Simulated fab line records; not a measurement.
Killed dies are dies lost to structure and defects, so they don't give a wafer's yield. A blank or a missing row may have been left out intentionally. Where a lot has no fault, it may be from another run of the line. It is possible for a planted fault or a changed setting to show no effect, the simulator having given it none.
fab line records | flow n5-finfet
[record] lots = 4 | wafers = 12 | last-day = 18
route steps=1938 shown BEOL_M6@1252 BEOL_M7@1263
lots untouched by any fault: they come from a run of this same line in which no faults occurred
start-h: start of the lot's first displayed wafer, in hours after the record's first day | wait-h: hours from the lot's prior step to this one | " as in the row above | L1.1+2: one row covering several wafers at once | - no value, or no start was given | * or withheld: withheld | < > ~ a bound
route shown NAME@n: NAME is a module with steps in the file, n the number in the route of the first one | usual: average and standard deviation across the fault-free wafers | same: alike in all rows | chamber/n: place in a boat | sites: readings site by site | _std_site: the values' standard deviation | _edge_site: the outer-site mean with the inner-site mean subtracted | radius-mm: for every site, how far away it sits from the centre of the wafer | mask NAME#n: copy n | behind: the tool/chamber that last shaped the wafer | hold: reason for holding the lot/hours on hold/outcome of the hold | device: transistor that didn't switch, given as n, p or np | end of line: the route-end tests of the same wafers | a step given without rows: its recipe and nothing more | killed: not the wafer's yield, but the dies lost to structure and defects at the first sort | map: a wafer's dies, marking killed ones x, the rest . and places with no die _
set.NAME: setting as actually run; set.NAME@STEP: the setting as run at that earlier step | model.NAME: the simulator's own value behind a step, which no gauge read
lots at selected steps of the route; one table per step, one row per wafer
services: the hour from which a tool's chamber was out of use, counted from the record's first day as start-h (under 0 if before that day), plus the number of hours and why
[[steps]]
[step N5_BEOL_M6_SURFACE_TREAT_79]
[recipe] gas = Ar | time-s = * | ion-energy-ev = * | ion-current-ma-cm2 = 0.5 | pressure-mtorr = * | ar-flow-sccm = 30
[step N5_BEOL_M6_CVD_78]
[recipe] material = Co | target-thk-a = 20 | temp-c = withheld | precursor = CCTBA/H2 | pressure-torr = 30 | time-s = 142.3
[step N5_BEOL_M6_SPUTTER_48]
[recipe] material = Cu | target-thk-a = 100 | temp-c = -20 | bias-v = 60 | power-w = 26000 | chamber-pressure-pa = 0.13 | time-s = 1.667
[step N5_BEOL_M6_ECD_50]
[recipe] material = Cu | target-thk-a = 3000
[step N5_BEOL_M6_ANNEAL_51]
[recipe] temp-c = 225 | time-s = 90 | ambient = N2
[step N5_BEOL_M6_CMP_52]
[recipe] stop-on = SiCOH_lowk | t-overpolish-s = 6.9 | down-force-psi = 1 | platen-rpm = 50 | clearing-platen-down-force-psi = 1.5 | clearing-platen-rpm = 50 | post-cmp-clean = cu-alkaline | target-thk-nm = 80 | clearing-platen-pad-velocity-m-s = 0.99484 | pad-velocity-m-s = 0.99484
[step N5_BEOL_M6_PRE_CLEAN_55]
[recipe] gas = NH3 | time-s = 15 | temp-c = withheld | rf-power-w = 300
[step N5_BEOL_M6_DEP_56]
[recipe] material = SiCN | target-thk-a = 100 | temp-c = withheld | precursor = 3MS/NH3 | pressure-torr = 3 | rf-w = 202 | time-s = 17.5
[step N5_BEOL_M7_ILD_DEP_00]
[recipe] material = SiCOH_lowk | target-thk-a = 1797.5 | temp-c = 300 | precursor = DEMS/porogen | pressure-torr = 5 | rf-w = 500 | time-s = 33.4
[step N5_BEOL_M7_CURE_74]
[recipe] temp-c = 385 | time-s = 240 | ambient = He/Ar | material = SiCOH_lowk
[usual] lamp-power-pct = 52.31/0.056 | run-length-s = 286.4/1.4 | wafer_temp_C_max = 387.0/0.78
lot.wafer | tool       | chamber | start-h | wait-h | lamp-power-pct | run-length-s | wafer_temp_C_max | model.SiCOH_lowk_of_BEOL_M7_ILD_DEP_00.thk-nm
L374.3    | uv-cure-03 | 1       | 274.59  | 0.2    | 52.34          | 285.6        | 386.3            | 154.8
L374.4    | "          | 1       | "       | "      | 52.22          | 285.7        | 386.0            | 157.6
L374.5    | "          | 1       | "       | "      | 52.32          | 286.0        | 386.2            | 157.8
L382.2    | uv-cure-03 | 1       | 323.90  | 0.1    | -              | -            | -                | 175.4
L382.4    | "          | 1       | "       | "      | -              | -            | -                | 182.2
L382.6    | "          | 1       | "       | "      | -              | -            | -                | 177.2
L388.1    | uv-cure-01 | 0       | 336.53  | 0.0    | 52.33          | 285.4        | 386.4            | 154.6
L388.3    | "          | 0       | "       | "      | 52.31          | 285.7        | 386.3            | 154.6
L388.5    | "          | 0       | "       | "      | 52.39          | 285.9        | 387.0            | 159
L384.1    | uv-cure-03 | 2       | 338.43  | 0.0    | -              | -            | -                | 180.8
L384.2    | "          | 2       | "       | "      | -              | -            | -                | 181.2
L384.4    | "          | 2       | "       | "      | -              | -            | -                | 186
[step N5_BEOL_M7_THK_MEAS_01]
[recipe] reads = SiCOH_lowk_of_BEOL_M7_ILD_DEP_00
[usual] M7_ILD_THK = 154.7/2.4
lot.wafer | tool          | chamber | start-h | wait-h | M7_ILD_THK[nm]
L374.3    | film-metro-02 | -       | 274.94  | 0.3    | 154.9
L374.4    | "             | -       | "       | "      | 157.5
L374.5    | "             | -       | "       | "      | 157.7
L382.2    | film-metro-02 | -       | 324.33  | 0.4    | 175.4
L382.4    | "             | -       | "       | "      | 182.2
L382.6    | "             | -       | "       | "      | 177.1
L388.1    | film-metro-02 | -       | 337.05  | 0.4    | 154.7
L388.3    | "             | -       | "       | "      | 154.4
L388.5    | "             | -       | "       | "      | 158.9
L384.1    | film-metro-01 | -       | 338.94  | 0.4    | 180.8
L384.2    | "             | -       | "       | "      | 181.2
L384.4    | "             | -       | "       | "      | 186.2
[step N5_BEOL_M7_PECVD_70]
[recipe] material = SiO2 | target-thk-a = 200 | temp-c = 400 | precursor = TEOS/O2 | pressure-torr = 5.5 | rf-w = 450 | teos-flow-sccm = 53.8 | gas = O2 | flow-sccm = 3000 | time-s = 22.7
[step N5_BEOL_M7_HM_DEP_02]
[recipe] material = TiN | target-thk-a = 200 | temp-c = 25 | chamber-pressure-pa = 0.49996
[step N5_BEOL_M7_COAT_59]
[recipe] resist = SOC | temp-c = 250 | time-s = 60 | spin-rpm = 1500 | resist-thk-nm = 100
[step N5_BEOL_M7_COAT_60]
[recipe] resist = SiARC | temp-c = 220 | time-s = 60 | spin-rpm = 1500 | resist-thk-nm = 35
[step N5_BEOL_M7_COAT_05]
[recipe] resist = CAR-ArF | spin-rpm = 1500 | resist-thk-nm = 90
[step N5_BEOL_M7_EBR_07]
[recipe] solvent = PGMEA | ebr-width-mm = 1.5
[step N5_BEOL_M7_SOFTBAKE_06]
[recipe] temp-c = 110 | time-s = 60 | resist = CAR-ArF
[step N5_BEOL_M7_EXPOSE_08]
[recipe] mask-id = M7 | na = 1.35 | source-shape = dipole | sigma-inner = 0.817 | sigma-outer = 0.97 | polarization = te | dose-mj = 68.25
[step N5_BEOL_M7_PEB_09]
[recipe] peb-temp-c = withheld | peb-time-s = 60 | resist = CAR-ArF
[step N5_BEOL_M7_DEVELOP_10]
[recipe] develop-time-s = 30 | developer = TMAH | resist = CAR-ArF | rinse-liquid = diw | dry = air-spin | dev-temp-c = 23
[step N5_BEOL_M7_DESCUM_16]
[recipe] chemistry = O2 | time-s = 7.9 | source-power-w = 50 | bias-power-w = 20 | pressure-mtorr = 20 | rf-frequency-hz = 2.712e+07 | temp-c = 40 | resist = CAR-ArF | o2-flow-sccm = 225
[step N5_BEOL_M7_ETCH_61]
[recipe] chemistry = CF4 | target = SiARC | target-depth-a = 455 | mask-material = CAR-ArF | time-s = 75.8 | ion-energy-ev = 80 | pressure-mtorr = 40 | source-w = 545 | bias-w = 36 | Ar_flow_sccm = 100 | cf4-flow-sccm = 100 | ends = cleared
[step N5_BEOL_M7_ETCH_62]
[recipe] chemistry = N2/H2 | target = SOC | target-depth-a = 1100 | overetch-a = 220 | mask-material = SiARC | temp-c = 40 | time-s = 165 | ion-energy-ev = 200 | pressure-mtorr = 30 | source-w = 840 | bias-w = 150 | n2-flow-sccm = 200 | h2-flow-sccm = 200
[step N5_BEOL_M7_STRIP_68]
[recipe] chemistry = N2/H2 | temp-c = 40 | n2-flow-sccm = 200 | h2-flow-sccm = 200 | rf-frequency-hz = 6e+07
[step N5_BEOL_M7_STRIP_67]
[recipe] chemistry = CF4 | resist = SiARC | power-w = 300 | bias-power-w = 75 | pressure-mtorr = 50 | cf4-flow-sccm = 150 | rf-frequency-hz = 6e+07
[step N5_BEOL_M7_HM_OPEN_17]
[recipe] chemistry = Cl2/BCl3 | target-depth-a = 200 | overetch-a = 60 | target = TiN | mask-material = SOC | ion-energy-ev = 150 | pressure-mtorr = 10 | icp-w = 1000 | bias-w = 126 | Cl2_flow_sccm = 53.25 | bcl3-flow-sccm = 21.75 | Ar_flow_sccm = 25
[step N5_BEOL_M7_STRIP_19]
[recipe] chemistry = O2 | power-w = 400 | temp-c = 40 | pressure-mtorr = 30 | rf-frequency-hz = 6e+07 | bias-power-w = 0 | overash-fraction = 0.2 | o2-flow-sccm = 225
[step N5_BEOL_M7_COAT_63]
[recipe] resist = SOC | temp-c = 250 | time-s = 60 | spin-rpm = 1500 | resist-thk-nm = 60
[step N5_BEOL_M7_COAT_64]
[recipe] resist = SiARC | temp-c = 220 | time-s = 60 | spin-rpm = 1500 | resist-thk-nm = 12
[step N5_BEOL_M7_COAT_71]
[recipe] resist = underlayer | temp-c = 205 | time-s = 60 | spin-rpm = 1500 | resist-thk-nm = 5
[step N5_BEOL_M7_COAT_22]
[recipe] resist = CAR-EUV | spin-rpm = 1500 | resist-thk-nm = 30
[step N5_BEOL_M7_EBR_24]
[recipe] solvent = PGMEA | ebr-width-mm = 1.5
[step N5_BEOL_M7_SOFTBAKE_23]
[recipe] temp-c = 110 | time-s = 60 | resist = CAR-EUV
[step N5_BEOL_M7_EXPOSE_25]
[recipe] mask-id = V6 | na = 0.33 | source-shape = annular | sigma-inner = 0.4 | sigma-outer = 0.8 | polarization = unpolarized | target-cd-nm = 40 | dose-mj = 42.5
[step N5_BEOL_M7_CMP_52]
[recipe] stop-on = SiCOH_lowk | t-overpolish-s = 6.9 | down-force-psi = 1 | platen-rpm = 50 | clearing-platen-down-force-psi = 1.5 | clearing-platen-rpm = 50 | post-cmp-clean = cu-alkaline | target-thk-nm = 80 | clearing-platen-pad-velocity-m-s = 0.99484 | pad-velocity-m-s = 0.99484
[usual] clearing-platen-down-force-psi = 1.4998/0.003 | motor-current-A = 5.8/0.77
lot.wafer | tool   | chamber | start-h | wait-h | clearing-platen-down-force-psi | motor-current-A | model.SiCOH_lowk_of_BEOL_M7_ILD_DEP_00.thk-nm
L374.4    | cmp-03 | 3       | 280.50  | 0.2    | 1.5025                         | 6.2             | 154.6
L374.3    | "      | 1       | "       | "      | 1.5058                         | 5.1             | 151.8
L374.5    | "      | 3       | "       | "      | 1.4986                         | 6.3             | 154.8
L382.2    | cmp-03 | 1       | 334.60  | 0.2    | 1.5017                         | 5.3             | 172.4
L382.4    | "      | 0       | "       | "      | 1.5010                         | 5.1             | 179.2
L382.6    | "      | 2       | "       | "      | 1.5021                         | 5.3             | 174.2
L388.3    | cmp-03 | 0       | 341.54  | 0.2    | 1.4965                         | 4.9             | 151.6
L388.1    | "      | 3       | "       | "      | 1.5015                         | 6.4             | 151.6
L388.5    | "      | 0       | "       | "      | 1.5024                         | 4.8             | 156
L384.2    | cmp-03 | 3       | 347.15  | 0.2    | 1.5046                         | 6.2             | 178.2
L384.4    | "      | 0       | "       | "      | 1.4963                         | 5.0             | 183
L384.1    | "      | 2       | "       | "      | 1.4979                         | 5.4             | 177.8
[[services]]
tool       | chamber | start-h | hours | kind
uv-cure-03 | -       | 259.13  | 9.8   | repair
uv-cure-01 | -       | 296.42  | 5.3   | repair
uv-cure-01 | -       | 338.91  | 1.0   | pm
[[key]]
[first-sign] step = N5_BEOL_M7_CURE_74 | reading = tool-record | direction = missing
[effect] step = N5_BEOL_M7_THK_MEAS_01 | reading = M7_ILD_THK | direction = up | sigmas = 11 | usual = 154.7 | struck = 180.5
[model-effect] step = N5_BEOL_M7_CURE_74 | value = SiCOH_lowk_of_BEOL_M7_ILD_DEP_00.thk-nm | without = 155.7 | struck = 180.5
[model-effect] step = N5_BEOL_M7_CMP_52 | value = SiCOH_lowk_of_BEOL_M7_ILD_DEP_00.thk-nm | without = 152.7 | struck = 177.5
met-at N5_BEOL_M7_CURE_74
struck-wafers L382.2,L382.4,L382.6,L384.1,L384.2,L384.4
onset-between 274.59 323.90
[fault] kind = skipped-step-whole | tool = uv-cure-03 | chamber = - | onset-h = 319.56 | steps = N5_BEOL_M7_CURE_74 | scope = struck-lots-only
